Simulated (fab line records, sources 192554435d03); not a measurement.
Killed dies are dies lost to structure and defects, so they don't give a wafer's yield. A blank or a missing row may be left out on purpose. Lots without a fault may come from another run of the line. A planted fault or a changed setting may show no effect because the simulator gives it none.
fab line records | flow n5_finfet
record lots=7 wafers=19 last_day=20
route steps=1938 shown BEOL_M7@1279 BEOL_M15@1830 PASSIVATION@1936
lots that met no fault: from a run of the same line without faults
start_h: hours from the record's first day to the start of the lot's first wafer shown | wait_h: hours since the lot's step before | " the same as in the row above | L1.1+2: a row that stands for several wafers | - no value, or no start given | * or withheld: withheld | < > ~ a bound
route shown NAME@n: a module of which the file shows steps, and the number in the route of the first | usual: mean/standard deviation of fault-free wafers | same: alike in all rows | chamber/n: place in a boat | sites: the reading at each site | _std_site: their standard deviation | _edge_site: outer sites' mean less inner sites' | radius_mm: how far each site lies from the wafer's centre | mask NAME#n: copy n | behind: the tool/chamber that last shaped the wafer | hold: why the lot was held/for how many hours/how that ended | device: the transistor (n, p or np) that didn't switch | end of line: the same wafers' tests at the end of the route | a step without rows: its recipe alone | killed: dies lost to structure and defects at the first sort, not the wafer's yield | map: a wafer's dies, x killed, . not, _ none there
set.NAME: the setting as run; set.NAME@STEP: as run at that earlier step | model.NAME: the simulator's own value behind a step, which no gauge read
steps of the route over a sample of lots; a table a step, a row a wafer
services: from which hour (start_h, from the record's first day; less than 0 if before it) a tool's chamber was out of use, for how many hours, and why
## steps
# step N5_BEOL_M7_DESCUM_16
# recipe chemistry=O2 time_s=7.9 source_power_w=50 bias_power_w=20 pressure_mtorr=20 rf_frequency_hz=2.712e+07 temp_c=40 resist=CAR-ArF o2_flow_sccm=225
# usual drypump_motor_current_A=5.7/0.38 oes_product_au=0.77/0.065 rf_vpp_V=242.8/1.4 showerhead_plenum_p_Torr=2.08/0.075 throttle_valve_pct=20.51/0.17
# columns lot.wafer tool chamber start_h wait_h drypump_motor_current_A oes_product_au rf_hours_counter_h rf_vpp_V showerhead_plenum_p_Torr throttle_valve_pct
L100.4 rie_diel-03 2 251.66 0.2 5.4 0.66 237 243.8 2.18 20.79
L100.5 " 3 " " 4.9 0.73 - 244.8 2.16 20.75
L104.1 rie_diel-06 3 284.74 0.0 5.8 0.68 225 244.2 2.04 20.43
L104.3 " 0 " " 5.5 0.87 47 240.8 2.08 20.36
L104.6 " 1 " " 5.4 0.82 - 243.6 2.10 20.44
L108.1 rie_diel-03 0 292.28 0.0 6.0 0.84 68 242.9 2.12 20.42
L108.4 " 3 " " 4.9 0.73 - 244.5 2.16 20.80
L108.6 " 0 " " 6.0 0.84 - 242.8 2.12 20.41
L117.3 rie_diel-03 1 342.14 0.3 6.5 0.74 201 241.4 2.11 20.74
L117.6 " 2 " " 5.4 0.91 - 246.8 2.17 20.34
L118.4 rie_diel-02 2 359.37 0.1 5.5 0.69 - 242.9 2.07 20.58
L118.5 " 1 " " 5.4 0.80 - 243.0 2.18 20.24
L118.6 " 0 " " 5.5 0.77 - 242.6 2.01 20.36
L119.2 rie_diel-06 1 371.73 0.0 5.4 0.79 122 243.3 2.09 20.47
L119.4 " 1 " " 5.3 0.79 - 244.3 2.09 20.48
L119.5 " 2 " " 5.9 0.76 - 241.0 1.95 20.66
L121.1 rie_diel-06 2 372.85 0.1 5.9 0.76 147 241.2 1.95 20.63
L121.4 " 1 " " 5.4 0.79 - 243.0 2.09 20.48
L121.6 " 0 " " 5.5 0.84 - 242.3 2.06 20.39
# step N5_BEOL_M7_DESCUM_33
# recipe chemistry=O2 time_s=7 source_power_w=50 bias_power_w=20 pressure_mtorr=20 rf_frequency_hz=2.712e+07 temp_c=40 resist=CAR-EUV o2_flow_sccm=225
# usual drypump_motor_current_A=5.7/0.45 oes_product_au=0.78/0.07 rf_vpp_V=243.2/1.3 showerhead_plenum_p_Torr=2.10/0.063 throttle_valve_pct=20.51/0.18
# columns lot.wafer tool chamber start_h wait_h drypump_motor_current_A oes_product_au rf_hours_counter_h rf_vpp_V showerhead_plenum_p_Torr throttle_valve_pct
L100.4 rie_diel-03 2 253.85 0.2 5.4 0.67 238 244.1 2.18 20.80
L100.5 " 3 " " 4.9 0.73 - 244.1 2.16 20.76
L104.1 rie_diel-03 0 286.65 0.0 6.0 0.84 65 244.1 2.13 20.41
L104.3 " 1 " " 6.5 0.75 184 242.4 2.11 20.71
L104.6 " 0 " " 6.0 0.84 - 244.5 2.13 20.40
L108.1 rie_diel-03 3 295.51 0.3 4.9 0.72 204 244.0 2.16 20.79
L108.4 " 0 " " 6.0 0.83 - 243.8 2.12 20.42
L108.6 " 1 " " 6.4 0.75 - 242.2 2.11 20.72
L117.3 rie_diel-06 1 344.27 0.0 5.4 0.80 112 243.4 2.10 20.48
L117.6 " 1 " " 5.4 0.80 - 243.3 2.10 20.47
L118.4 rie_diel-03 3 361.85 0.3 4.9 0.71 224 244.5 2.15 20.80
L118.5 " 3 " " 4.9 0.70 - 243.6 2.15 20.82
L118.6 " 2 " " 5.4 0.88 - 244.6 2.17 20.34
L121.1 rie_diel-02 2 377.32 0.5 5.5 0.69 242 242.2 2.07 20.58
L121.4 " 0 " " 5.5 0.76 160 239.2 2.01 20.34
L121.6 " 2 " " 5.5 0.69 - 244.1 2.07 20.58
L119.2 rie_diel-03 1 377.32 0.4 6.4 0.73 212 242.1 2.10 20.77
L119.4 " 0 " " 6.0 0.79 93 243.8 2.12 20.44
L119.5 " 1 " " 6.4 0.73 - 241.8 2.10 20.75
# step N5_BEOL_M7_TRENCH_ETCH_37
# recipe chemistry=C4F6/O2 target_depth_a=934.78 target=SiCOH_lowk time_s=31.2 ion_energy_ev=250 pressure_mtorr=30 source_w=345 bias_w=185 Ar_flow_sccm=300 C4F6_flow_sccm=10 O2_flow_sccm=10
# usual drypump_motor_current_A=5.7/0.46 oes_f_703_au=0.78/0.075 oes_product_au=0.78/0.07 rf_vpp_V=668/16 run_length_s=54.6/0.44 showerhead_plenum_p_Torr=2.85/0.084 throttle_valve_pct=20.95/0.22
# columns lot.wafer tool chamber start_h wait_h drypump_motor_current_A oes_f_703_au oes_product_au rf_hours_counter_h rf_vpp_V run_length_s showerhead_plenum_p_Torr throttle_valve_pct
L100.4 rie_diel-03 2 254.12 - 5.4 0.71 0.67 238 667 54.2 2.92 21.07
L100.5 " 3 " " 4.9 0.76 0.74 - 665 54.6 2.94 21.25
L104.1 rie_diel-03 0 286.93 - 6.0 0.79 0.82 65 683 61.2 2.88 20.82
L104.3 " 1 " " 6.5 0.75 0.76 184 674 54.4 2.83 20.98
L104.6 " 0 " " 6.0 0.80 0.83 - 683 55.4 2.88 20.81
L108.1 rie_diel-03 3 295.78 - 4.9 0.75 0.72 204 664 60.6 2.93 21.27
L108.4 " 0 " " 6.0 0.79 0.82 - 683 61.3 2.88 20.84
L108.6 " 1 " " 6.5 0.75 0.74 - 674 54.7 2.83 20.99
L117.3 rie_diel-06 1 344.54 - 5.4 0.76 0.79 112 698 55.0 2.90 21.21
L117.6 " 1 " " 5.4 0.76 0.79 - 699 55.2 2.90 21.21
L118.4 rie_diel-03 3 362.12 - 4.9 0.73 0.72 224 665 54.7 2.93 21.30
L118.5 " 3 " " 4.9 0.73 0.72 - 665 54.6 2.93 21.29
L118.6 " 2 " " 5.4 0.95 0.90 - 666 54.5 2.91 20.64
L121.1 rie_diel-02 2 377.59 - 5.5 0.76 0.71 242 643 53.9 2.82 21.07
L121.4 " 0 " " 5.5 0.75 0.74 160 645 54.7 2.73 20.81
L121.6 " 2 " " 5.5 0.76 0.70 - 641 54.0 2.82 21.07
L119.2 rie_diel-03 1 377.60 - 6.4 0.73 0.73 212 673 54.6 2.82 21.02
L119.4 " 0 " " 6.0 0.77 0.78 93 682 54.7 2.86 20.87
L119.5 " 1 " " 6.4 0.73 0.73 - 673 54.4 2.82 21.02
# step N5_BEOL_M7_OCD_MEAS_38
# usual trench_depth_nm=93.0/2
# columns lot.wafer tool chamber start_h wait_h trench_depth_nm
L100.4 ocd-01 - 254.29 - 90.4
L100.5 " - " " 93.3
L104.1 ocd-02 - 287.08 - 108.8
L104.3 " - " " 93.5
L104.6 " - " " 91.0
L108.1 ocd-01 - 295.95 - 110.7
L108.4 " - " " 108.6
L108.6 " - " " 93.5
L117.3 ocd-01 - 344.70 - 92.8
L117.6 " - " " 94.3
L118.4 ocd-02 - 362.28 - 93.5
L118.5 " - " " 93.2
L118.6 " - " " 93.6
L121.1 ocd-02 - 377.75 - 95.0
L121.4 " - " " 91.5
L121.6 " - " " 94.2
L119.2 ocd-01 - 377.76 - 94.7
L119.4 " - " " 90.5
L119.5 " - " " 94.2
# step N5_BEOL_M7_PRE_CLEAN_45
# recipe gas=H2/He time_s=30 temp_c=250
# usual heater_power_w=329/24 susceptor_temp_C=250.01/0.17
# columns lot.wafer tool chamber start_h wait_h heater_power_w susceptor_temp_C
L100.4 pvd_sputter-01 - 255.01 0.0 337 249.88
L100.5 " - " " 372 250.03
L104.1 pvd_sputter-01 - 288.00 0.0 307 250.18
L104.3 " - " " 343 249.94
L104.6 " - " " 341 249.93
L108.1 pvd_sputter-01 - 296.61 0.0 291 250.06
L108.4 " - " " 363 250.14
L108.6 " - " " 339 249.88
L117.3 pvd_sputter-03 - 345.60 0.0 335 250.05
L117.6 " - " " 313 249.93
L118.4 pvd_sputter-02 - 362.98 0.0 305 249.90
L118.5 " - " " 315 250.14
L118.6 " - " " 305 250.01
L121.1 pvd_sputter-01 - 378.35 0.0 306 250.10
L121.4 " - " " 348 249.93
L121.6 " - " " 347 250.10
L119.2 pvd_sputter-01 - 378.47 0.0 300 249.92
L119.4 " - " " 342 250.20
L119.5 " - " " 296 249.81
# step N5_BEOL_M7_THK_MEAS_53
# recipe thk_meas_gauge=xrf reads=Cu_of_BEOL_M7_ECD_50
# usual M7_THK=78.8/2.6
# columns lot.wafer tool chamber start_h wait_h M7_THK[nm]
L100.4 film_metro-02 - 257.11 - 76.9
L100.5 " - " " 79.0
L104.1 film_metro-02 - 289.36 - 96.5
L104.3 " - " " 79.9
L104.6 " - " " 77.0
L108.1 film_metro-02 - 299.79 - 95.9
L108.4 " - " " 93.7
L108.6 " - " " 80.1
L117.3 film_metro-01 - 348.67 - 75.7
L117.6 " - " " 78.3
L118.4 film_metro-01 - 365.56 - 80.0
L118.5 " - " " 80.6
L118.6 " - " " 79.8
L121.1 film_metro-01 - 384.55 - 80.6
L121.4 " - " " 75.0
L121.6 " - " " 80.8
L119.2 film_metro-02 - 384.65 - 78.5
L119.4 " - " " 74.7
L119.5 " - " " 79.2
# step N5_BEOL_M7_RS_MEAS_57
# recipe thk_meas_gauge=four-point-probe reads=Cu_of_BEOL_M7_ECD_50+Co_of_BEOL_M7_CVD_78+TaN_of_BEOL_M7_ALD_77
# usual M7_RS=0.289/0.011
# columns lot.wafer tool chamber start_h wait_h M7_RS[ohm/sq]
L100.4 film_metro-01 - 257.25 0.0 0.296
L100.5 " - " " 0.288
L104.1 film_metro-01 - 289.49 0.1 0.229
L104.3 " - " " 0.283
L104.6 " - " " 0.297
L108.1 film_metro-01 - 299.92 0.1 0.230
L108.4 " - " " 0.234
L108.6 " - " " 0.283
L117.3 film_metro-01 - 348.80 0.1 0.301
L117.6 " - " " 0.291
L118.4 film_metro-01 - 365.69 0.0 0.285
L118.5 " - " " 0.282
L118.6 " - " " 0.285
L121.1 film_metro-01 - 384.68 0.1 0.281
L121.4 " - " " 0.306
L121.6 " - " " 0.281
L119.2 film_metro-02 - 384.81 0.1 0.288
L119.4 " - " " 0.304
L119.5 " - " " 0.286
# step N5_BEOL_M15_RC_MEAS_101
# usual COMB_M10=1.4e-11/2.9e-12 COMB_M11=1.5e-11/3e-12 COMB_M12=5.9e-12/1.4e-12 COMB_M13=4.4e-12/8.8e-13 COMB_M14=3.4e-12/8.3e-13 COMB_M15=2.2e-12/5.6e-13 COMB_M5=3.6e-11/6.6e-12 COMB_M6=2.5e-11/5.3e-12 COMB_M8=2.5e-11/5.5e-12 COMB_M9=1.41e-11/2.9e-12 SERP_M10=3.06/0.1 SERP_M11=3.11/0.11 SERP_M12=0.635/0.022 SERP_M13=0.309/0.0067 SERP_M13_max_site=0.313/0.0067 SERP_M14=0.157/0.006 SERP_M14_max_site=0.159/0.0062 SERP_M5=40.0/2.3 SERP_M6=13.6/0.73 SERP_M7=14.0/0.71 SERP_M7_max_site=14.6/0.84 SERP_M8=13.9/0.71 SERP_M9=3.06/0.11
# columns lot.wafer tool chamber start_h wait_h COMB_M10[S/m] COMB_M11[S/m] COMB_M12[S/m] COMB_M13[S/m] COMB_M14[S/m] COMB_M15[S/m] COMB_M5[S/m] COMB_M6[S/m] COMB_M8[S/m] COMB_M9[S/m] SERP_M10[ohm/um] SERP_M11[ohm/um] SERP_M12[ohm/um] SERP_M13[ohm/um] SERP_M13_max_site[ohm/um] SERP_M14[ohm/um] SERP_M14_max_site[ohm/um] SERP_M5[ohm/um] SERP_M6[ohm/um] SERP_M7[ohm/um] SERP_M7_max_site[ohm/um] SERP_M8[ohm/um] SERP_M9[ohm/um]
L100.4 prober-01 0 320.27 0.5 1.57e-11 1.8e-11 4.5e-12 4.5e-12 3.5e-12 1.9e-12 2.8e-11 2.2e-11 2.4e-11 1.02e-11 3.08 3.14 0.620 0.308 0.311 0.158 0.159 36.3 14.3 14.5 15.5 12.9 3.00
L100.5 " 0 " " 1.31e-11 1.5e-11 4.9e-12 4.6e-12 5.9e-12 2.4e-12 3.5e-11 2.2e-11 3.5e-11 1.09e-11 3.10 3.14 0.617 0.309 0.314 0.150 0.151 41.2 13.9 14.4 14.7 13.0 3.11
L104.1 prober-01 0 346.95 0.0 1.21e-11 1.3e-11 7.8e-12 3.9e-12 3.8e-12 2.4e-12 2.8e-11 1.7e-11 2.4e-11 1.36e-11 3.15 3.06 0.612 0.294 0.299 0.171 0.172 38.0 14.1 11.3 12.3 14.2 2.95
L104.3 " 0 " " 1.36e-11 1.1e-11 7.3e-12 3.6e-12 2.3e-12 3.4e-12 3.5e-11 2.7e-11 3.1e-11 2.05e-11 3.04 3.07 0.616 0.299 0.301 0.168 0.169 40.5 14.1 13.9 14.7 15.0 3.00
L104.6 " 0 " " 1.58e-11 1.5e-11 5.1e-12 4.6e-12 4.2e-12 1.7e-12 3.4e-11 2e-11 2.6e-11 1.55e-11 3.20 2.98 0.652 0.299 0.301 0.154 0.155 39.4 13.4 14.9 16.2 14.9 2.96
L108.1 prober-02 0 360.72 0.0 1.17e-11 1.5e-11 6.1e-12 4.4e-12 3.8e-12 2.2e-12 4.1e-11 3.1e-11 2.6e-11 9.9e-12 3.01 3.09 0.644 0.303 0.304 0.162 0.163 39.4 13.4 11.9 12.6 13.7 3.12
L108.4 " 0 " " 1.98e-11 1.7e-11 5.6e-12 3.2e-12 2.8e-12 1.2e-12 3.5e-11 2.7e-11 2.5e-11 1.06e-11 3.04 3.09 0.615 0.316 0.323 0.153 0.155 39.6 13.4 11.7 12.6 12.6 3.04
L108.6 " 0 " " 1.16e-11 1.4e-11 7.9e-12 3.2e-12 2.6e-12 2.4e-12 4.5e-11 3.7e-11 2.6e-11 1.09e-11 3.11 3.11 0.635 0.319 0.326 0.162 0.166 41.0 13.0 14.5 15.5 13.8 3.10
L117.3 prober-02 0 416.39 0.3 1.21e-11 1.2e-11 5.6e-12 3.9e-12 4.5e-12 1.8e-12 4.7e-11 4e-11 3.8e-11 1.37e-11 3.00 3.13 0.630 0.309 0.314 0.155 0.159 41.1 14.2 14.6 14.7 14.2 3.07
L117.6 " 0 " " 1.58e-11 1.2e-11 5e-12 5.2e-12 2.4e-12 2.8e-12 3.9e-11 3.3e-11 2.4e-11 1.08e-11 3.04 3.00 0.645 0.316 0.320 0.156 0.157 42.6 14.0 13.8 14.1 13.3 3.23
L118.4 prober-02 0 437.46 0.5 1.51e-11 1.4e-11 4.6e-12 6e-12 5.2e-12 2.4e-12 4.7e-11 1.7e-11 1.8e-11 1.35e-11 2.95 3.08 0.655 0.308 0.310 0.153 0.154 40.8 13.8 14.2 14.8 14.0 3.26
L118.5 " 0 " " 1.94e-11 1.4e-11 6.3e-12 4.3e-12 4.5e-12 2e-12 3.4e-11 2e-11 1.8e-11 1.01e-11 3.08 3.08 0.644 0.305 0.311 0.149 0.151 40.4 14.5 13.6 13.8 13.9 3.12
L118.6 " 0 " " 1.51e-11 1.1e-11 6e-12 3.2e-12 4e-12 2.3e-12 3.3e-11 2.2e-11 2e-11 1.13e-11 2.97 3.25 0.654 0.309 0.314 0.156 0.158 39.9 12.8 13.8 13.9 13.0 3.18
L121.1 prober-01 0 460.43 0.0 1.14e-11 1.2e-11 7.1e-12 3e-12 3.7e-12 3.1e-12 5e-11 3.1e-11 2.2e-11 1.23e-11 3.11 3.23 0.646 0.309 0.312 0.157 0.160 42.7 15.7 13.6 14.6 14.2 3.10
L121.4 " 0 " " 9e-12 1.7e-11 6.8e-12 5.2e-12 2.9e-12 2.1e-12 3.4e-11 3.1e-11 3e-11 1.25e-11 3.05 3.26 0.637 0.322 0.324 0.153 0.155 42.6 13.4 15.3 16.7 15.7 2.94
L121.6 " 0 " " 1.6e-11 1.5e-11 8.7e-12 4.4e-12 3.4e-12 3e-12 4.8e-11 3.3e-11 3.3e-11 1.38e-11 2.98 3.10 0.647 0.309 0.312 0.158 0.159 40.9 15.5 13.6 13.9 14.1 3.06
L119.2 prober-01 0 474.66 0.2 1.92e-11 1e-11 5.1e-12 3.2e-12 3.1e-12 2e-12 3.8e-11 2e-11 2.2e-11 1.44e-11 3.02 3.12 0.599 0.294 0.296 0.154 0.156 40.2 12.7 14.0 14.4 14.5 3.05
L119.4 " 0 " " 1.24e-11 1.2e-11 5.1e-12 3.1e-12 2.4e-12 3.6e-12 3.4e-11 2.3e-11 1.6e-11 9.9e-12 2.93 3.17 0.653 0.314 0.318 0.154 0.155 41.3 13.3 14.7 15.6 13.3 2.95
L119.5 " 0 " " 1.57e-11 9e-12 4.4e-12 4.7e-12 3e-12 2.8e-12 3.8e-11 3e-11 1.3e-11 1.3e-11 3.11 3.18 0.656 0.310 0.312 0.156 0.159 39.7 12.9 13.3 13.7 12.5 3.05
# sites SERP_M7 radius_mm=0,75,75,75,75,140,140,140,140
L100.4 15.5 15.2 14.5 14.8 14.9 14.2 14.2 14.5 14.1
L104.1 10.6 11.3 11.3 11.3 10.9 12.3 12.0 12.1 11.6
L108.1 11.6 12.2 11.8 11.8 11.8 12.5 12.6 11.9 12.5
L117.3 14.1 14.7 14.5 14.6 14.4 14.7 14.7 14.4 14.6
L118.4 13.4 13.8 14.3 14.0 14.1 14.8 14.6 14.8 14.2
L121.1 13.5 13.8 13.9 13.6 13.5 13.6 14.6 14.4 13.3
L119.2 13.8 14.0 13.7 13.7 13.8 14.3 14.4 14.3 14.2
# step N5_PASSIVATION_PROBE_49
# usual defect_limited_yield=91.2/1.5 killed_at_M0_to_M3=36/10 killed_at_M4_up=14/5.2 killed_at_contacts=12/6 killed_at_front_end=37/10 killed_at_other=4/3.3 killed_dies=104/18 killed_open=68/14 killed_short=34/7.4 sort_bin_5_function=5.2/1 sort_bin_6_memory=3.3/0.7 sort_n_pass=1076/18 sort_yield_pct=91.2/1.5
# same gross_dies=1180 killed_at_back_side=0 sort_bin_4_leakage[%]=0 sort_bin_8_speed[%]=0
# columns lot.wafer tool chamber start_h wait_h defect_limited_yield[%] killed_at_M0_to_M3 killed_at_M4_up killed_at_contacts killed_at_front_end killed_at_other killed_dies killed_open killed_short sort_bin_5_function[%] sort_bin_6_memory[%] sort_n_pass sort_yield_pct[%]
L100.4 prober-01 - 338.42 0.2 93.3 28 8 6 31 6 79 53 26 3.9 2.7 1101 93.3
L100.5 prober-01 - 338.47 0.2 94.6 18 13 14 16 3 64 42 22 3.2 1.9 1116 94.6
L104.1 prober-01 - 362.77 0.0 88.0 37 13 16 72 4 142 102 40 6.7 4.9 1038 88.0
L104.3 prober-01 - 362.87 0.1 88.6 47 10 23 51 3 134 85 49 6.4 4.2 1046 88.6
L104.6 prober-01 - 363.02 0.3 92.0 23 9 20 39 3 94 58 35 4.5 3.1 1086 92.0
L108.1 prober-01 - 375.60 0.0 91.9 28 16 9 40 3 96 62 34 5.0 2.8 1084 91.9
L108.4 prober-01 - 375.75 0.2 93.1 24 16 7 34 1 82 50 31 3.6 3.1 1098 93.1
L108.6 prober-01 - 375.85 0.3 91.3 40 10 8 44 1 103 63 40 5.5 2.9 1077 91.3
L117.3 prober-01 - 439.15 0.1 92.5 40 12 3 29 5 89 55 34 4.1 3.2 1091 92.5
L117.6 prober-01 - 439.30 0.3 90.2 47 10 9 48 2 116 65 51 5.8 3.9 1064 90.2
L118.4 prober-02 - 460.19 0.2 93.1 42 10 7 22 0 81 54 26 4.4 2.1 1099 93.1
L118.5 prober-02 - 460.24 0.2 92.7 42 10 6 27 1 86 55 30 4.4 2.6 1094 92.7
L118.6 prober-02 - 460.29 0.3 91.3 54 9 16 23 1 103 72 30 4.3 4.3 1077 91.3
L121.1 prober-01 - 478.20 0.0 91.8 42 11 3 34 7 97 57 39 4.7 3.2 1083 91.8
L121.4 prober-01 - 478.35 0.2 90.2 32 16 13 49 6 116 72 43 5.9 3.4 1064 90.2
L121.6 prober-01 - 478.45 0.3 91.9 41 11 5 36 2 95 68 25 5.5 2.4 1085 91.9
L119.2 prober-02 - 488.71 0.1 90.4 50 12 18 30 3 113 75 38 5.3 3.8 1067 90.4
L119.4 prober-02 - 488.81 0.2 91.3 35 19 13 28 8 103 65 36 4.6 3.7 1077 91.3
L119.5 prober-02 - 488.86 0.2 91.4 52 10 14 19 6 101 61 40 5.7 2.5 1079 91.4
# killed by level:class
L100.4 BEOL_M2:geometric_particle:open=7 STI_FIN_REVEAL:geometric_particle:open=6 FIN_SAQP:geometric_particle:short=5 GATE_CUT:geometric_particle:short=5 MOL_CONTACT_COAG:geometric_particle:open=5 BEOL_M0_SAQP:geometric_particle:open=5 BEOL_M1:geometric_particle:open=5 FIN_SAQP:geometric_particle:open=3
L100.5 MOL_CONTACT_COAG:geometric_particle:open=12 GATE_CUT:geometric_particle:short=6 BEOL_M1:geometric_particle:open=5 FIN_SAQP:geometric_particle:open=4 BEOL_M0_SAQP:geometric_particle:short=4 BEOL_M4:geometric_particle:open=4 BEOL_M2:geometric_particle:open=3 BEOL_M7:geometric_particle:open=3
L104.1 FIN_SAQP:geometric_particle:open=23 STI_FIN_REVEAL:geometric_particle:open=23 MOL_CONTACT_COAG:geometric_particle:open=12 FIN_SAQP:geometric_particle:short=11 BEOL_M2:geometric_particle:open=9 BEOL_M0_SAQP:geometric_particle:short=7 BEOL_M3:geometric_particle:open=6 STARTING-WAFER:geometric_particle:open=5
L104.3 FIN_SAQP:geometric_particle:open=19 MOL_CONTACT_COAG:geometric_particle:open=15 BEOL_M2:geometric_particle:open=14 FIN_SAQP:geometric_particle:short=12 BEOL_M0_SAQP:geometric_particle:short=10 MOL_CONTACT_COAG:geometric_particle:short=8 ILD0:geometric_particle:short=7 BEOL_M0_SAQP:geometric_particle:open=6
L104.6 MOL_CONTACT_COAG:geometric_particle:open=15 BEOL_M3:geometric_particle:open=9 FIN_SAQP:geometric_particle:short=8 STI_FIN_REVEAL:geometric_particle:open=7 FIN_SAQP:geometric_particle:open=6 GATE_CUT:geometric_particle:short=5 MOL_CONTACT_COAG:geometric_particle:short=5 DUMMY_GATE:geometric_particle:short=4
L108.1 FIN_SAQP:geometric_particle:short=12 FIN_SAQP:geometric_particle:open=9 BEOL_M0_SAQP:geometric_particle:open=8 MOL_CONTACT_COAG:geometric_particle:open=7 ILD0:geometric_particle:open=5 BEOL_M0_SAQP:geometric_particle:short=5 BEOL_M2:geometric_particle:open=5 GATE_CUT:geometric_particle:short=4
L108.4 FIN_SAQP:geometric_particle:short=15 FIN_SAQP:geometric_particle:open=8 BEOL_M0_SAQP:geometric_particle:open=7 MOL_CONTACT_COAG:geometric_particle:open=6 BEOL_M0_SAQP:geometric_particle:short=6 BEOL_M3:geometric_particle:open=6 BEOL_M4:geometric_particle:open=6 STARTING-WAFER:geometric_particle:short=3
L108.6 FIN_SAQP:geometric_particle:short=11 BEOL_M0_SAQP:geometric_particle:open=11 BEOL_M0_SAQP:geometric_particle:short=11 BEOL_M3:geometric_particle:open=11 FIN_SAQP:geometric_particle:open=10 GATE_CUT:geometric_particle:short=7 MOL_CONTACT_COAG:geometric_particle:open=7 ILD0:geometric_particle:short=5
L117.3 BEOL_M0_SAQP:geometric_particle:short=11 FIN_SAQP:geometric_particle:open=10 BEOL_M3:geometric_particle:open=9 DUMMY_GATE:geometric_particle:open=7 BEOL_M0_SAQP:geometric_particle:open=7 BEOL_M1:geometric_particle:open=5 FIN_SAQP:geometric_particle:short=3 BEOL_M2:geometric_particle:open=3
L117.6 BEOL_M0_SAQP:geometric_particle:short=19 BEOL_M0_SAQP:geometric_particle:open=13 FIN_SAQP:geometric_particle:open=11 DUMMY_GATE:geometric_particle:open=10 FIN_SAQP:geometric_particle:short=9 MOL_CONTACT_COAG:geometric_particle:open=6 BEOL_M5:geometric_particle:open=5 BEOL_M2:geometric_particle:open=4
L118.4 BEOL_M3:geometric_particle:open=8 BEOL_M3:geometric_particle:short=7 BEOL_M1:geometric_particle:open=7 BEOL_M0_SAQP:geometric_particle:open=6 MOL_CONTACT_COAG:geometric_particle:open=6 BEOL_M2:geometric_particle:open=6 BEOL_M1:geometric_particle:short=5 FIN_SAQP:geometric_particle:open=4
L118.5 BEOL_M3:geometric_particle:open=14 BEOL_M1:geometric_particle:open=9 MOL_CONTACT_COAG:geometric_particle:open=6 BEOL_M0_SAQP:geometric_particle:short=6 FIN_SAQP:geometric_particle:open=5 GATE_CUT:geometric_particle:short=5 BEOL_M0_SAQP:geometric_particle:open=5 ILD0:geometric_particle:short=4
L118.6 MOL_CONTACT_COAG:geometric_particle:open=14 BEOL_M3:geometric_particle:open=13 BEOL_M0_SAQP:geometric_particle:open=10 BEOL_M0_SAQP:geometric_particle:short=9 BEOL_M2:geometric_particle:open=9 BEOL_M1:geometric_particle:open=5 GATE_CUT:geometric_particle:short=4 BEOL_M3:geometric_particle:short=4
L121.1 BEOL_M0_SAQP:geometric_particle:short=10 BEOL_M3:geometric_particle:open=9 BEOL_M0_SAQP:geometric_particle:open=8 STI_FIN_REVEAL:geometric_particle:open=7 FIN_SAQP:geometric_particle:short=6 FIN_SAQP:geometric_particle:open=5 BEOL_M1:geometric_particle:open=5 DUMMY_GATE:geometric_particle:open=4
L121.4 STI_FIN_REVEAL:geometric_particle:open=23 BEOL_M0_SAQP:geometric_particle:short=10 MOL_CONTACT_COAG:geometric_particle:open=8 STI_FIN_REVEAL:geometric_particle:short=6 BEOL_M1:geometric_particle:open=6 GATE_CUT:geometric_particle:open=5 MOL_CONTACT_COAG:geometric_particle:short=5 FIN_SAQP:geometric_particle:short=4
L121.6 BEOL_M3:geometric_particle:open=11 BEOL_M2:geometric_particle:open=8 BEOL_M0_SAQP:geometric_particle:open=6 FIN_SAQP:geometric_particle:open=5 STI_FIN_REVEAL:geometric_particle:open=5 DUMMY_GATE:geometric_particle:open=5 GATE_CUT:geometric_particle:open=5 MOL_CONTACT_COAG:geometric_particle:open=5
L119.2 MOL_CONTACT_COAG:geometric_particle:open=15 FIN_SAQP:geometric_particle:short=12 BEOL_M0_SAQP:geometric_particle:short=12 BEOL_M0_SAQP:geometric_particle:open=11 BEOL_M2:geometric_particle:open=9 BEOL_M1:geometric_particle:open=7 FIN_SAQP:geometric_particle:open=6 BEOL_M0:geometric_particle:open=5
L119.4 MOL_CONTACT_COAG:geometric_particle:open=12 FIN_SAQP:geometric_particle:short=10 BEOL_M0_SAQP:geometric_particle:open=10 BEOL_M2:geometric_particle:open=8 BEOL_M4:geometric_particle:open=5 BEOL_M0_SAQP:geometric_particle:short=4 BEOL_M4:geometric_particle:short=4 MIM_TOP_ETCH:geometric_particle:short=4
L119.5 MOL_CONTACT_COAG:geometric_particle:open=12 BEOL_M0_SAQP:geometric_particle:short=10 BEOL_M0_SAQP:geometric_particle:open=10 BEOL_M2:geometric_particle:open=10 GATE_CUT:geometric_particle:short=5 BEOL_M0:geometric_particle:open=5 BEOL_M1:geometric_particle:short=4 BEOL_M3:geometric_particle:open=4
## services
# columns tool chamber start_h hours kind
rie_diel-02 3 230.01 2.4 repair
rie_diel-02 0 252.10 6.5 repair
rie_diel-03 2 285.40 - clean
rie_diel-03 2 285.40 - consumable_replace:focus_ring
rie_diel-03 2 285.40 16.3 scheduled_down
rie_diel-03 2 285.40 16.3 vent_cycle
rie_diel-06 2 331.76 38.5 repair
rie_diel-02 3 351.50 - clean
rie_diel-02 3 351.50 - consumable_replace:focus_ring
rie_diel-02 3 351.50 - consumable_replace:showerhead
rie_diel-02 3 351.50 17.3 scheduled_down
rie_diel-02 3 351.50 17.3 vent_cycle
rie_diel-06 3 370.23 - clean
rie_diel-06 3 370.23 - consumable_replace:focus_ring
rie_diel-06 3 370.23 16.8 scheduled_down
rie_diel-06 3 370.23 16.8 vent_cycle
rie_diel-03 - 377.95 28.1 pm
## key
first_sign step=N5_BEOL_M7_TRENCH_ETCH_37 reading=run_length_s direction=up sigmas=15 usual=* struck=*
effect step=N5_BEOL_M7_OCD_MEAS_38 reading=trench_depth_nm direction=up sigmas=8.4 usual=93.0 struck=109.4
effect step=N5_BEOL_M7_THK_MEAS_53 reading=M7_THK direction=up sigmas=6.4 usual=78.8 struck=95.4
effect step=N5_BEOL_M7_RS_MEAS_57 reading=M7_RS direction=down sigmas=5.4 usual=0.289 struck=0.231
effect step=N5_BEOL_M15_RC_MEAS_101 reading=SERP_M7 direction=down sigmas=3.4 usual=14.0 struck=11.6
met_at N5_BEOL_M7_TRENCH_ETCH_37
struck_lots L104,L108
struck_wafers L104.1,L108.1,L108.4
not_acting_at N5_BEOL_M7_DESCUM_16,N5_BEOL_M7_DESCUM_33,N5_BEOL_M7_PRE_CLEAN_45
onset_between 254.12 286.93
fault kind=process_parameter_drift tool=rie_diel-03 chamber=- onset_h=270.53 steps=N5_BEOL_M7_TRENCH_ETCH_37 channel=time_s offset=* shape=step end_h=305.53 scope=struck_wafers_only acts_in=* stated=*
